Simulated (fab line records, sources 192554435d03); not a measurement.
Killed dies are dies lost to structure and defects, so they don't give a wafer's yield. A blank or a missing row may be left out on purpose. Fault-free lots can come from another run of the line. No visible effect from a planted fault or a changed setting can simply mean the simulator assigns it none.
fab line records | flow n5-finfet
record lots=10 | wafers=29 | last-day=18
route steps=1938 shown BEOL_M4@1108 BEOL_M5@1112 PASSIVATION@1936
lots that met no fault: from a run of the same line without faults
start-h: hours from the record's first day to the start of the lot's first wafer shown | wait-h: hours from the lot's prior step to this one | " unchanged from the row above | L1.1+2: a row that stands for several wafers | - either no value or no given start | * or withheld: withheld | < > ~ a bound
route shown NAME@n: a module of which the file shows steps, and the number in the route of the first | usual: mean/standard deviation taken from wafers without a fault | same: alike in all rows | chamber/n: place in a boat | sites: the reading at each site | _std_site: standard deviation of those values | _edge_site: inner sites' mean taken away from outer sites' mean | radius-mm: for every site, how far away it sits from the centre of the wafer | mask NAME#n: copy n | behind: the last tool/chamber to shape the wafer | hold: reason for holding the lot/hours on hold/outcome of the hold | device: which transistor (n, p or np) failed to switch | end of line: the route-end tests of the same wafers | a step without rows: its recipe alone | killed: not the wafer's yield, but the dies lost to structure and defects at the first sort | map: dies across one wafer; x = killed, . = not, _ = none there
set.NAME: the setting as run; set.NAME@STEP: as run at that earlier step | model.NAME: the simulator's own value behind a step, which no gauge read
steps of the route over a sample of lots; a table a step, a row a wafer
services: from which hour (start-h, from the record's first day; less than 0 if before it) a tool's chamber was out of use, for how many hours, and why
## steps
# step N5_BEOL_M4_DEP_57
# recipe material=SiCN | target-thk-a=80 | temp-c=withheld | precursor=3MS/NH3 | pressure-torr=3 | rf-w=202 | time-s=14
# usual chamber-pressure-Torr=3.001/0.0065 | showerhead-plenum-p-Torr=3.659/0.011 | throttle-valve-pct=9.0/0.48
lot.wafer | tool     | chamber | start-h | wait-h | chamber-pressure-Torr | showerhead-plenum-p-Torr | since-wet-clean-h | throttle-valve-pct
L381.4    | pecvd-01 | 2       | 166.73  | 0.0    | 3.000                 | 3.664                    | -                 | 9.0
L381.5    | "        | 1       | "       | "      | 2.986                 | 3.663                    | -                 | 9.5
L381.6    | "        | 0       | "       | "      | 2.996                 | 3.651                    | -                 | 9.5
L382.3    | pecvd-03 | 1       | 169.83  | 0.0    | 3.007                 | 3.669                    | 1417              | 9.3
L382.4    | "        | 2       | "       | "      | 3.004                 | 3.638                    | -                 | 9.2
L382.5    | "        | 1       | "       | "      | 3.000                 | 3.674                    | -                 | 9.2
L390.5    | pecvd-04 | 2       | 222.15  | 0.0    | 3.006                 | 3.645                    | -                 | 8.2
L390.6    | "        | 0       | "       | "      | 3.008                 | 3.670                    | -                 | 8.5
L391.3    | pecvd-03 | 0       | 225.25  | 0.0    | 3.002                 | 3.672                    | -                 | 8.8
L391.4    | "        | 1       | "       | "      | 3.002                 | 3.670                    | -                 | 9.0
L391.6    | "        | 0       | "       | "      | 3.003                 | 3.666                    | -                 | 9.1
L396.3    | pecvd-03 | 0       | 275.19  | 0.0    | 2.997                 | 3.676                    | 798               | 9.4
L396.5    | "        | 1       | "       | "      | 3.002                 | 3.669                    | -                 | 9.2
L396.6    | "        | 0       | "       | "      | 3.014                 | 3.667                    | -                 | 8.9
L395.1    | pecvd-01 | 1       | 280.71  | 0.0    | 2.991                 | 3.661                    | 2072              | 9.8
L395.2    | "        | 2       | "       | "      | 2.999                 | 3.680                    | 593               | 9.1
L395.5    | "        | 1       | "       | "      | 3.000                 | 3.659                    | -                 | 9.8
L397.1    | pecvd-03 | 2       | 285.34  | 0.0    | 2.994                 | 3.652                    | 54                | 8.6
L397.4    | "        | 1       | "       | "      | 3.006                 | 3.667                    | -                 | 9.2
L397.5    | "        | 0       | "       | "      | 2.989                 | 3.657                    | -                 | 9.3
L398.2    | pecvd-03 | 0       | 286.06  | 0.0    | 3.009                 | 3.664                    | 809               | 9.3
L398.3    | "        | 2       | "       | "      | 2.995                 | 3.647                    | 55                | 8.5
L398.5    | "        | 2       | "       | "      | 2.988                 | 3.652                    | -                 | 8.8
L401.3    | pecvd-03 | 2       | 301.66  | 0.0    | 2.998                 | 3.640                    | 70                | 8.4
L401.4    | "        | 0       | "       | "      | 2.999                 | 3.655                    | -                 | 9.1
L401.6    | "        | 1       | "       | "      | 3.001                 | 3.667                    | -                 | 9.4
L403.1    | pecvd-03 | 1       | 319.59  | 0.0    | 3.005                 | 3.674                    | 1567              | 9.2
L403.2    | "        | 0       | "       | "      | 3.004                 | 3.659                    | 842               | 9.0
L403.4    | "        | 1       | "       | "      | 2.991                 | 3.670                    | -                 | 9.4
# step N5_BEOL_M5_ILD_DEP_00
# recipe material=SiCOH_lowk | target-thk-a=1406.4 | temp-c=300 | precursor=DEMS/porogen | pressure-torr=5 | rf-w=500 | time-s=25.9
# usual chamber-pressure-Torr=4.999/0.011 | heater-power-w=332/45 | showerhead-plenum-p-Torr=5.737/0.017 | throttle-valve-pct=13.6/0.55
lot.wafer | tool     | chamber | start-h | wait-h | chamber-pressure-Torr | heater-power-w | showerhead-plenum-p-Torr | since-wet-clean-h | throttle-valve-pct
L381.4    | pecvd-02 | 1       | 167.82  | 0.4    | 4.992                 | 342            | 5.742                    | -                 | 14.4
L381.5    | "        | 2       | "       | "      | 5.010                 | 366            | 5.726                    | -                 | 13.6
L381.6    | "        | 0       | "       | "      | 4.994                 | 320            | 5.755                    | -                 | 13.9
L382.3    | pecvd-03 | 2       | 170.96  | 0.5    | 4.984                 | 280            | 5.723                    | 2144              | 14.1
L382.4    | "        | 0       | "       | "      | 5.009                 | 308            | 5.743                    | -                 | 14.1
L382.5    | "        | 2       | "       | "      | 4.988                 | 295            | 5.726                    | -                 | 14.1
L390.5    | pecvd-04 | 2       | 223.24  | 0.2    | 4.999                 | 317            | 5.707                    | -                 | 12.6
L390.6    | "        | 1       | "       | "      | 4.990                 | 285            | 5.717                    | -                 | 13.4
L391.3    | pecvd-02 | 1       | 226.33  | 0.5    | 4.983                 | 352            | 5.745                    | 1836              | 14.5
L391.4    | "        | 2       | "       | "      | 4.998                 | 406            | 5.740                    | -                 | 13.3
L391.6    | "        | 1       | "       | "      | 5.001                 | 359            | 5.735                    | -                 | 14.3
L396.3    | pecvd-04 | 2       | 276.28  | 0.5    | 4.993                 | 287            | 5.720                    | 226               | 12.6
L396.5    | "        | 1       | "       | "      | 4.991                 | 290            | 5.727                    | -                 | 13.3
L396.6    | "        | 2       | "       | "      | 4.993                 | 288            | 5.725                    | -                 | 12.9
L395.1    | pecvd-02 | 1       | 281.82  | 0.8    | 5.009                 | 390            | 5.737                    | 1892              | 14.5
L395.2    | "        | 2       | "       | "      | 5.008                 | 407            | 5.745                    | 413               | 13.4
L395.5    | "        | 1       | "       | "      | 4.991                 | 391            | 5.728                    | -                 | 14.3
L397.1    | pecvd-03 | 0       | 286.42  | 0.8    | 5.021                 | 299            | 5.729                    | 809               | 13.6
L397.4    | "        | 2       | "       | "      | 5.002                 | 296            | 5.727                    | -                 | 13.0
L397.5    | "        | 1       | "       | "      | 4.981                 | 352            | 5.735                    | -                 | 14.1
L398.2    | pecvd-02 | 0       | 287.16  | 0.7    | 4.996                 | 314            | 5.772                    | 1172              | 13.9
L398.3    | "        | 1       | "       | "      | 5.006                 | 341            | 5.742                    | 1897              | 14.5
L398.5    | "        | 2       | "       | "      | 4.997                 | 383            | 5.733                    | -                 | 13.8
L401.3    | pecvd-03 | 0       | 302.74  | 0.5    | 5.007                 | 318            | 5.735                    | 825               | 13.8
L401.4    | "        | 0       | "       | "      | 4.995                 | 247            | 5.754                    | -                 | 14.0
L401.6    | "        | 1       | "       | "      | 4.994                 | 344            | 5.737                    | -                 | 14.1
L403.1    | pecvd-04 | 0       | 320.67  | 0.8    | 4.995                 | 350            | 5.750                    | 1025              | 13.3
L403.2    | "        | 2       | "       | "      | 5.011                 | 264            | 5.715                    | 271               | 12.6
L403.4    | "        | 1       | "       | "      | 4.991                 | 335            | 5.723                    | -                 | 13.4
# step N5_BEOL_M5_HM_DEP_02
# recipe material=TiN | target-thk-a=200 | temp-c=25 | chamber-pressure-pa=0.49996
# usual throttle-valve-pct=29.9/0.88
lot.wafer | tool           | chamber | start-h | wait-h | throttle-valve-pct
L381.4    | pvd-sputter-02 | -       | 169.26  | 0.8    | 29.9
L381.5    | "              | -       | "       | "      | 29.8
L381.6    | "              | -       | "       | "      | 29.9
L382.3    | pvd-sputter-03 | -       | 174.58  | 3.0    | 31.6
L382.4    | "              | -       | "       | "      | 31.6
L382.5    | "              | -       | "       | "      | 29.1
L390.5    | pvd-sputter-03 | -       | 224.77  | 0.9    | 30.0
L390.6    | "              | -       | "       | "      | 30.9
L391.3    | pvd-sputter-02 | -       | 228.09  | 1.1    | 29.6
L391.4    | "              | -       | "       | "      | 29.6
L391.6    | "              | -       | "       | "      | 29.6
L396.3    | pvd-sputter-02 | -       | 276.94  | 0.0    | 30.3
L396.5    | "              | -       | "       | "      | 29.6
L396.6    | "              | -       | "       | "      | 30.1
L395.1    | pvd-sputter-01 | -       | 283.21  | 0.8    | 30.0
L395.2    | "              | -       | "       | "      | 30.9
L395.5    | "              | -       | "       | "      | 28.8
L397.1    | pvd-sputter-03 | -       | 288.23  | 1.2    | 29.0
L397.4    | "              | -       | "       | "      | 30.0
L397.5    | "              | -       | "       | "      | 30.1
L398.2    | pvd-sputter-03 | -       | 288.33  | 0.5    | 29.0
L398.3    | "              | -       | "       | "      | 31.0
L398.5    | "              | -       | "       | "      | 29.9
L401.3    | pvd-sputter-02 | -       | 304.02  | 0.7    | 29.9
L401.4    | "              | -       | "       | "      | 29.9
L401.6    | "              | -       | "       | "      | 30.2
L403.1    | pvd-sputter-01 | -       | 321.98  | 0.7    | 28.7
L403.2    | "              | -       | "       | "      | 30.5
L403.4    | "              | -       | "       | "      | 30.2
# step N5_BEOL_M5_INSPECT_13
# recipe mode=adi | inspect-instrument=brightfield
# usual raw-defect-count=407/91
lot.wafer | tool              | chamber | start-h | wait-h | raw-defect-count
L381.4    | defect-inspect-02 | -       | 169.99  | 0.2    | 332
L381.5    | "                 | -       | "       | "      | 516
L381.6    | "                 | -       | "       | "      | 311
L382.3    | defect-inspect-02 | -       | 175.18  | 0.0    | 381
L382.4    | "                 | -       | "       | "      | 436
L382.5    | "                 | -       | "       | "      | 334
L390.5    | defect-inspect-01 | -       | 225.20  | 0.0    | 404
L390.6    | "                 | -       | "       | "      | 228
L391.3    | defect-inspect-02 | -       | 228.70  | 0.0    | 323
L391.4    | "                 | -       | "       | "      | 386
L391.6    | "                 | -       | "       | "      | 362
L396.3    | defect-inspect-02 | -       | 277.57  | 0.0    | 1610
L396.5    | "                 | -       | "       | "      | 487
L396.6    | "                 | -       | "       | "      | 487
L395.1    | defect-inspect-02 | -       | 283.69  | 0.1    | 540
L395.2    | "                 | -       | "       | "      | 365
L395.5    | "                 | -       | "       | "      | 408
L397.1    | defect-inspect-02 | -       | 288.70  | 0.1    | 362
L397.4    | "                 | -       | "       | "      | 667
L397.5    | "                 | -       | "       | "      | 305
L398.2    | defect-inspect-02 | -       | 288.93  | 0.0    | 451
L398.3    | "                 | -       | "       | "      | 495
L398.5    | "                 | -       | "       | "      | 432
L401.3    | defect-inspect-01 | -       | 304.63  | 0.1    | 436
L401.4    | "                 | -       | "       | "      | 395
L401.6    | "                 | -       | "       | "      | 1647
L403.1    | defect-inspect-01 | -       | 322.59  | 0.1    | 510
L403.2    | "                 | -       | "       | "      | 399
L403.4    | "                 | -       | "       | "      | 355
# step N5_BEOL_M5_STRIP_19
# recipe chemistry=O2 | power-w=400 | temp-c=40 | pressure-mtorr=30 | rf-frequency-hz=6e+07 | bias-power-w=0 | overash-fraction=0.2 | o2-flow-sccm=225
# usual drypump-motor-current-A=5.9/0.56 | oes-product-au=0.77/0.098 | rf-vpp-V=3.7/0.46 | showerhead-plenum-p-Torr=2.10/0.07 | throttle-valve-pct=16.58/0.24
lot.wafer | tool        | chamber | start-h | wait-h | drypump-motor-current-A | oes-product-au | rf-hours-counter-h | rf-vpp-V | showerhead-plenum-p-Torr | throttle-valve-pct
L381.4    | rie-diel-06 | 1       | 170.41  | 0.1    | 5.4                     | 0.84           | 58                 | 3.8      | 2.11                     | 16.18
L381.5    | "           | 1       | "       | "      | 5.4                     | 0.84           | -                  | 2.6      | 2.11                     | 16.19
L381.6    | "           | 2       | "       | "      | 6.2                     | 0.90           | -                  | 3.3      | 2.03                     | 16.59
L382.3    | rie-diel-02 | 2       | 175.57  | 0.1    | 6.3                     | 0.74           | 183                | 3.2      | 2.04                     | 16.86
L382.4    | "           | 0       | "       | "      | 6.4                     | 0.98           | 8                  | 3.5      | 2.16                     | 16.36
L382.5    | "           | 0       | "       | "      | 6.4                     | 0.96           | -                  | 3.8      | 2.16                     | 16.33
L390.5    | rie-diel-02 | 3       | 225.70  | 0.1    | 6.5                     | 0.70           | -                  | 3.1      | 2.04                     | 16.53
L390.6    | "           | 2       | "       | "      | 6.3                     | 0.74           | -                  | 3.3      | 2.03                     | 16.87
L391.3    | rie-diel-04 | 1       | 229.32  | 0.1    | 6.3                     | 0.70           | 213                | 3.8      | 2.15                     | 16.36
L391.4    | "           | 3       | "       | "      | 5.9                     | 0.68           | 247                | 3.2      | 1.98                     | 16.79
L391.6    | "           | 2       | "       | "      | 4.9                     | 0.71           | -                  | 3.5      | 2.17                     | 16.74
L396.3    | rie-diel-02 | 0       | 277.97  | 0.1    | 6.4                     | 0.91           | 37                 | 3.8      | 2.15                     | 16.39
L396.5    | "           | 0       | "       | "      | 6.4                     | 0.90           | -                  | 3.7      | 2.15                     | 16.38
L396.6    | "           | 2       | "       | "      | 6.3                     | 0.73           | -                  | 4.2      | 2.02                     | 16.92
L395.1    | rie-diel-02 | 3       | 284.11  | 0.1    | 6.5                     | 0.69           | 220                | 3.6      | 2.03                     | 16.55
L395.2    | "           | 2       | "       | "      | 6.3                     | 0.73           | 216                | 4.4      | 2.02                     | 16.90
L395.5    | "           | 0       | "       | "      | 6.4                     | 0.91           | -                  | 3.9      | 2.15                     | 16.40
L397.1    | rie-diel-02 | 3       | 289.10  | 0.1    | 6.5                     | 0.68           | 222                | 3.7      | 2.03                     | 16.58
L397.4    | "           | 3       | "       | "      | 6.4                     | 0.69           | -                  | 4.0      | 2.03                     | 16.57
L397.5    | "           | 0       | "       | "      | 6.4                     | 0.90           | -                  | 3.2      | 2.15                     | 16.41
L398.2    | rie-diel-02 | 2       | 289.32  | 0.1    | 6.3                     | 0.71           | 218                | 3.7      | 2.02                     | 16.92
L398.3    | "           | 0       | "       | "      | 6.4                     | 0.89           | 41                 | 4.0      | 2.15                     | 16.41
L398.5    | "           | 3       | "       | "      | 6.5                     | 0.68           | -                  | 3.7      | 2.03                     | 16.57
L401.3    | rie-diel-04 | 0       | 305.13  | 0.1    | 5.3                     | 0.71           | 192                | 3.8      | 2.15                     | 16.70
L401.4    | "           | 3       | "       | "      | 5.9                     | 0.96           | 11                 | 3.8      | 2.24                     | 16.35
L401.6    | "           | 1       | "       | "      | 6.3                     | 0.69           | -                  | 3.6      | 2.14                     | 16.41
L403.1    | rie-diel-06 | 0       | 323.19  | 0.2    | 5.9                     | 0.70           | 234                | 4.1      | 2.18                     | 17.10
L403.2    | "           | 3       | "       | "      | 5.2                     | 0.70           | 207                | 4.1      | 2.00                     | 16.77
L403.4    | "           | 2       | "       | "      | 6.2                     | 0.84           | 70                 | 3.9      | 2.01                     | 16.66
# step N5_PASSIVATION_PROBE_49
# usual defect-limited-yield=91.5/1.3 | killed_at_M0_to_M3=36/10 | killed_at_M4_up=13/4.7 | killed-at-contacts=13/6.7 | killed-at-front-end=37/9.7 | killed-at-other=2.6/2.3 | killed-dies=101/15 | killed-on-rim=14/4.3 | killed-open=67/12 | killed-short=32/6.7 | sort_bin_4_leakage=0.0/0.31 | sort_bin_5_function=5.0/0.89 | sort_bin_6_memory=3.2/0.63 | sort_bin_8_speed=0.01/0.03 | sort-n-pass=1079/16 | sort-yield-pct=91.4/1.4
# same gross-dies=1180 | killed-at-back-side=0
lot.wafer | tool      | chamber | start-h | wait-h | defect-limited-yield[%] | killed_at_M0_to_M3 | killed_at_M4_up | killed-at-contacts | killed-at-front-end | killed-at-other | killed-dies | killed-on-rim | killed-open | killed-short | sort_bin_4_leakage[%] | sort_bin_5_function[%] | sort_bin_6_memory[%] | sort_bin_8_speed[%] | sort-n-pass | sort-yield-pct[%]
L381.4    | prober-02 | -       | 285.78  | 0.2    | 88.9                    | 56                 | 13              | 15                 | 44                  | 3               | 131         | 13            | 85          | 44           | 0                     | 6.0                    | 4.7                  | 0                   | 1049        | 88.9
L381.5    | prober-02 | -       | 285.83  | 0.3    | 90.4                    | 51                 | 18              | 9                  | 34                  | 1               | 113         | 11            | 73          | 32           | 0                     | 5.1                    | 3.6                  | 0                   | 1067        | 90.4
L381.6    | prober-02 | -       | 285.88  | 0.3    | 90.3                    | 37                 | 11              | 16                 | 50                  | 0               | 114         | 10            | 85          | 25           | 3.6                   | 6.3                    | 3.3                  | 0                   | 1023        | 86.7
L391.3    | prober-02 | -       | 343.10  | 0.1    | 93.1                    | 33                 | 9               | 4                  | 32                  | 4               | 82          | 9             | 52          | 29           | 0                     | 4.7                    | 1.9                  | 0                   | 1098        | 93.1
L391.4    | prober-02 | -       | 343.15  | 0.2    | 91.4                    | 42                 | 9               | 12                 | 37                  | 1               | 101         | 11            | 69          | 32           | 0                     | 5.0                    | 3.1                  | 0                   | 1079        | 91.4
L391.6    | prober-02 | -       | 343.25  | 0.3    | 91.2                    | 45                 | 11              | 9                  | 35                  | 4               | 104         | 12            | 62          | 40           | 0                     | 5.1                    | 3.1                  | 0                   | 1076        | 91.2
L396.3    | prober-01 | -       | 383.21  | 0.1    | 81.2                    | 45                 | 120             | 11                 | 42                  | 4               | 222         | 41            | 87          | 42           | 0                     | 11.0                   | 5.1                  | 0                   | 958         | 81.2
L396.5    | prober-01 | -       | 383.31  | 0.2    | 90.7                    | 24                 | 10              | 26                 | 44                  | 6               | 110         | 17            | 73          | 34           | 0                     | 5.5                    | 3.6                  | 0                   | 1070        | 90.7
L396.6    | prober-01 | -       | 383.36  | 0.3    | 91.2                    | 30                 | 19              | 16                 | 31                  | 8               | 104         | 15            | 62          | 40           | 0                     | 4.2                    | 4.1                  | 0                   | 1076        | 91.2
L395.1    | prober-01 | -       | 386.66  | 0.0    | 88.9                    | 42                 | 5               | 41                 | 41                  | 2               | 131         | 20            | 94          | 37           | 0                     | 7.1                    | 3.6                  | 0                   | 1049        | 88.9
L395.2    | prober-01 | -       | 386.71  | 0.1    | 90.6                    | 44                 | 12              | 19                 | 34                  | 2               | 111         | 18            | 78          | 28           | 0                     | 5.4                    | 3.4                  | 0.08                | 1069        | 90.6
L395.5    | prober-01 | -       | 386.86  | 0.2    | 88.6                    | 59                 | 12              | 18                 | 43                  | 2               | 134         | 23            | 90          | 41           | 0                     | 6.5                    | 4.1                  | 0                   | 1046        | 88.6
L397.1    | prober-01 | -       | 398.61  | 0.0    | 91.6                    | 31                 | 16              | 10                 | 40                  | 2               | 99          | 14            | 65          | 34           | 0                     | 4.6                    | 3.2                  | 0                   | 1081        | 91.6
L397.4    | prober-01 | -       | 398.76  | 0.2    | 91.9                    | 35                 | 16              | 9                  | 35                  | 1               | 96          | 15            | 67          | 28           | 0                     | 4.9                    | 2.8                  | 0                   | 1084        | 91.9
L397.5    | prober-01 | -       | 398.81  | 0.2    | 92.3                    | 21                 | 12              | 9                  | 43                  | 6               | 91          | 17            | 52          | 36           | 0                     | 3.6                    | 3.4                  | 0                   | 1089        | 92.3
L401.3    | prober-02 | -       | 404.47  | 0.1    | 90.6                    | 32                 | 18              | 17                 | 44                  | 0               | 111         | 19            | 76          | 33           | 0                     | 4.9                    | 4.3                  | 0                   | 1069        | 90.6
L401.4    | prober-02 | -       | 404.52  | 0.2    | 94.2                    | 14                 | 7               | 8                  | 35                  | 4               | 68          | 14            | 42          | 24           | 0                     | 3.6                    | 2.0                  | 0                   | 1112        | 94.2
L401.6    | prober-02 | -       | 404.62  | 0.3    | 86.0                    | 27                 | 90              | 12                 | 35                  | 1               | 165         | 25            | 54          | 30           | 0                     | 6.9                    | 3.8                  | 0                   | 1015        | 86.0
# killed by level:class
L381.4 MOL_CONTACT_COAG:geometric-particle:open=11 BEOL_M1:geometric-particle:open=11 BEOL_M2:geometric-particle:open=11 FIN_SAQP:geometric-particle:open=8 STI_FIN_REVEAL:geometric-particle:open=8 BEOL_M3:geometric-particle:open=8 FIN_SAQP:geometric-particle:short=7 BEOL_M2:geometric-particle:short=7
L381.5 BEOL_M1:geometric-particle:open=14 MOL_CONTACT_COAG:geometric-particle:open=9 STI_FIN_REVEAL:geometric-particle:open=8 BEOL_M0_SAQP:geometric-particle:short=8 BEOL_M0_SAQP:geometric-particle:open=7 FIN_SAQP:geometric-particle:open=6 BEOL_M2:geometric-particle:open=6 HKMG_FIN:area-etch=6
L381.6 STI_FIN_REVEAL:geometric-particle:open=13 MOL_CONTACT_COAG:geometric-particle:open=13 FIN_SAQP:geometric-particle:short=10 BEOL_M2:geometric-particle:open=10 FIN_SAQP:geometric-particle:open=8 BEOL_M1:geometric-particle:open=7 BEOL_M3:geometric-particle:open=7 BEOL_M0_SAQP:geometric-particle:short=6
L391.3 BEOL_M2:geometric-particle:open=11 BEOL_M0_SAQP:geometric-particle:short=10 BEOL_M0_SAQP:geometric-particle:open=7 FIN_SAQP:geometric-particle:short=6 STI_FIN_REVEAL:geometric-particle:open=5 FIN_SAQP:geometric-particle:open=4 STARTING-WAFER:geometric-particle:open=4 GATE_CUT:geometric-particle:short=3
L391.4 BEOL_M0_SAQP:geometric-particle:short=14 MOL_CONTACT_COAG:geometric-particle:open=10 BEOL_M0_SAQP:geometric-particle:open=10 BEOL_M2:geometric-particle:open=10 FIN_SAQP:geometric-particle:open=9 STARTING-WAFER:geometric-particle:open=6 GATE_CUT:geometric-particle:open=5 FIN_SAQP:geometric-particle:short=4
L391.6 BEOL_M2:geometric-particle:open=13 BEOL_M0_SAQP:geometric-particle:short=12 FIN_SAQP:geometric-particle:open=8 BEOL_M0_SAQP:geometric-particle:open=8 FIN_SAQP:geometric-particle:short=6 MOL_CONTACT_COAG:geometric-particle:open=6 BEOL_M1:geometric-particle:open=6 STI_FIN_REVEAL:geometric-particle:open=5
L396.3 BEOL_M5:unspecified=93 BEOL_M4:geometric-particle:open=16 BEOL_M0_SAQP:geometric-particle:short=13 FIN_SAQP:geometric-particle:open=12 FIN_SAQP:geometric-particle:short=11 BEOL_M0_SAQP:geometric-particle:open=11 MOL_CONTACT_COAG:geometric-particle:open=9 BEOL_M3:geometric-particle:open=7
L396.5 MOL_CONTACT_COAG:geometric-particle:open=20 FIN_SAQP:geometric-particle:short=15 FIN_SAQP:geometric-particle:open=14 BEOL_M3:geometric-particle:open=7 MOL_CONTACT_COAG:geometric-particle:short=6 BEOL_M0_SAQP:geometric-particle:open=6 BEOL_M4:geometric-particle:open=5 STI_FIN_REVEAL:geometric-particle:open=4
L396.6 MOL_CONTACT_COAG:geometric-particle:open=12 BEOL_M4:geometric-particle:open=10 FIN_SAQP:geometric-particle:open=9 FIN_SAQP:geometric-particle:short=8 BEOL_M0:geometric-particle:open=7 BEOL_M0_SAQP:geometric-particle:short=7 BEOL_M0_SAQP:geometric-particle:open=6 BEOL_M4:geometric-particle:short=5
L395.1 MOL_CONTACT_COAG:geometric-particle:open=30 BEOL_M1:geometric-particle:open=13 MOL_CONTACT_COAG:geometric-particle:short=11 BEOL_M2:geometric-particle:open=10 FIN_SAQP:geometric-particle:open=9 STI_FIN_REVEAL:geometric-particle:open=9 BEOL_M0:geometric-particle:open=5 FIN_SAQP:geometric-particle:short=4
L395.2 MOL_CONTACT_COAG:geometric-particle:open=15 FIN_SAQP:geometric-particle:open=10 BEOL_M2:geometric-particle:open=10 BEOL_M1:geometric-particle:open=9 BEOL_M0_SAQP:geometric-particle:short=8 FIN_SAQP:geometric-particle:short=6 BEOL_M5:geometric-particle:open=5 MOL_CONTACT_COAG:geometric-particle:short=4
L395.5 BEOL_M2:geometric-particle:open=14 MOL_CONTACT_COAG:geometric-particle:open=13 BEOL_M0_SAQP:geometric-particle:short=13 BEOL_M0_SAQP:geometric-particle:open=13 FIN_SAQP:geometric-particle:open=9 FIN_SAQP:geometric-particle:short=8 BEOL_M3:geometric-particle:open=7 BEOL_M4:geometric-particle:open=7
L397.1 BEOL_M0_SAQP:geometric-particle:open=11 MOL_CONTACT_COAG:geometric-particle:open=9 BEOL_M0_SAQP:geometric-particle:short=9 BEOL_M4:geometric-particle:open=7 GATE_CUT:geometric-particle:short=6 BEOL_M1:geometric-particle:open=6 FIN_SAQP:geometric-particle:open=5 FIN_SAQP:geometric-particle:short=5
L397.4 BEOL_M2:geometric-particle:open=12 FIN_SAQP:geometric-particle:open=8 MOL_CONTACT_COAG:geometric-particle:open=8 FIN_SAQP:geometric-particle:short=7 STI_FIN_REVEAL:geometric-particle:open=7 BEOL_M1:geometric-particle:open=6 BEOL_M0_SAQP:geometric-particle:open=5 BEOL_M0_SAQP:geometric-particle:short=5
L397.5 FIN_SAQP:geometric-particle:open=12 FIN_SAQP:geometric-particle:short=8 BEOL_M0_SAQP:geometric-particle:short=6 STI_FIN_REVEAL:geometric-particle:open=5 GATE_CUT:geometric-particle:short=5 MOL_CONTACT_COAG:geometric-particle:open=5 MOL_CONTACT_COAG:geometric-particle:short=4 BEOL_M0_SAQP:geometric-particle:open=4
L401.3 BEOL_M2:geometric-particle:open=13 MOL_CONTACT_COAG:geometric-particle:open=12 STI_FIN_REVEAL:geometric-particle:open=11 BEOL_M0_SAQP:geometric-particle:open=6 BEOL_M4:geometric-particle:open=6 DUMMY_GATE:geometric-particle:open=5 MOL_CONTACT_COAG:geometric-particle:short=5 STARTING-WAFER:geometric-particle:open=5
L401.4 FIN_SAQP:geometric-particle:short=8 GATE_CUT:geometric-particle:short=7 STI_FIN_REVEAL:geometric-particle:open=6 BEOL_M2:geometric-particle:open=6 MOL_CONTACT_COAG:geometric-particle:open=5 FIN_SAQP:geometric-particle:open=3 MOL_CONTACT_COAG:geometric-particle:short=3 BEOL_M1:geometric-particle:open=3
L401.6 BEOL_M5:unspecified=78 MOL_CONTACT_COAG:geometric-particle:open=11 FIN_SAQP:geometric-particle:short=8 FIN_SAQP:geometric-particle:open=7 DUMMY_GATE:geometric-particle:open=6 BEOL_M0_SAQP:geometric-particle:open=6 BEOL_M3:geometric-particle:open=5 BEOL_M0_SAQP:geometric-particle:short=4
## services
tool           | chamber | start-h | hours | kind
pvd-sputter-03 | -       | 155.67  | 1.6   | repair
pecvd-03       | -       | 157.33  | 1.4   | repair
pecvd-03       | 0       | 162.20  | -     | calibration
pecvd-03       | 2       | 162.86  | 5.5   | scheduled-down
pecvd-04       | 1       | 166.93  | 6.9   | repair
pecvd-01       | -       | 167.43  | 0.9   | repair
pecvd-04       | 0       | 168.48  | 16.4  | repair
pecvd-01       | 2       | 172.20  | 22.9  | repair
pvd-sputter-01 | -       | 176.49  | 2.6   | repair
rie-diel-04    | 3       | 180.80  | 1.6   | repair
pecvd-04       | 2       | 195.91  | 3.0   | repair
pecvd-04       | -       | 201.22  | 6.0   | pm
pecvd-03       | 2       | 202.43  | -     | clean
pecvd-03       | 2       | 202.43  | -     | consumable-replace:showerhead
pecvd-03       | 2       | 202.43  | 29.0  | scheduled-down
pecvd-03       | 2       | 202.43  | 29.0  | vent-cycle
pecvd-04       | -       | 207.59  | 1.6   | repair
rie-diel-02    | 1       | 222.31  | 5.3   | repair
pvd-sputter-01 | -       | 234.69  | 2.1   | repair
pecvd-03       | 1       | 235.50  | 1.9   | repair
pvd-sputter-01 | -       | 256.70  | 7.0   | repair
rie-diel-02    | 1       | 267.30  | -     | clean
rie-diel-02    | 1       | 267.30  | -     | consumable-replace:esc
pecvd-04       | 0       | 294.62  | 3.5   | repair
## key
first-sign step=N5_BEOL_M5_INSPECT_13 | reading=raw-defect-count | direction=up | sigmas=13 | usual=407 | struck=1628
effect step=N5_PASSIVATION_PROBE_49 | reading=killed_at_M4_up | direction=up | sigmas=20 | usual=13 | struck=105
more-kills-born-at N5_BEOL_M5_HM_DEP_02@pvd-sputter-02=171
met-at N5_BEOL_M5_HM_DEP_02
struck-lots L396,L401
struck-wafers L396.3,L401.6
not-acting-at N5_BEOL_M4_DEP_57,N5_BEOL_M5_ILD_DEP_00,N5_BEOL_M5_STRIP_19
fault kind=chamber-particle-source | tool=pvd-sputter-02 | chamber=- | onset-h=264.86 | steps=N5_BEOL_M5_HM_DEP_02 | rate-per-visit-cm2=1.8236 | end-h=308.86 | scope=struck-wafers-only
